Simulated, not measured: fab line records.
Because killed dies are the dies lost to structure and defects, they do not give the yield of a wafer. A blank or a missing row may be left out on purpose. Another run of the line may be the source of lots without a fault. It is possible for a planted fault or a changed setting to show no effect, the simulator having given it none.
Matching of chambers -- flow n5-finfet -- 4 sister chambers for N5_BEOL_M5_ETCH_72 on rie-diel-03
The step etches underlayer in N2/H2, target depth 6.5 nm, time 5.2 s. 8 wafers are shown with their chamber, then 8 later ones without.

## WAFERS PAIRED WITH THEIR CHAMBERS
wafer,chamber,drypump-motor-current-A (A),showerhead-plenum-p-Torr (Torr)
L857.2,3,5.5,2.65
L857.6,0,5.9,2.47
L865.4,3,5.5,2.64
L871.2,0,5.9,2.46
L871.4,1,5.7,2.53
L873.1,1,5.7,2.53
L873.5,2,6.0,2.43
L874.3,2,6.1,2.43

## WAFERS WITH NO CHAMBER GIVEN
wafer,drypump-motor-current-A (A),showerhead-plenum-p-Torr (Torr)
L874.5,6.0,2.43
L874.6,5.7,2.53
L880.2,5.7,2.52
L880.3,5.5,2.63
L880.5,6.0,2.43
L879.1,6.0,2.43
L879.2,5.9,2.45
L879.5,6.0,2.45

## WHICH CHAMBER EACH ONE RAN IN
wafer,from the rows above,in truth
L874.5,2,2
L874.6,1,1
L880.2,1,1
L880.3,3,3
L880.5,2,2
L879.1,2,2
L879.2,0,0
L879.5,can't be placed: 0 or 2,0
Placed correctly: 7 of 8. Cannot be placed on the basis of these rows: 1; the candidates contain the true chamber in 1. 0 placed wrongly.
How it was worked out, from the rows above alone: a wafer's distance from a chamber is the root of the sum, over the readings, of the square of ((its reading less the chamber's mean) divided by the reading's scatter). If the next closest chamber is less than 2 further off than the closest, the wafer can't be placed; otherwise it belongs to the closest. For every chamber, the mean is computed from those of its wafers that are shown. How the scatter is found: for the shown wafers, subtract from each reading the mean of its chamber, square and add these, divide the total by (wafers less chambers), then take the root.
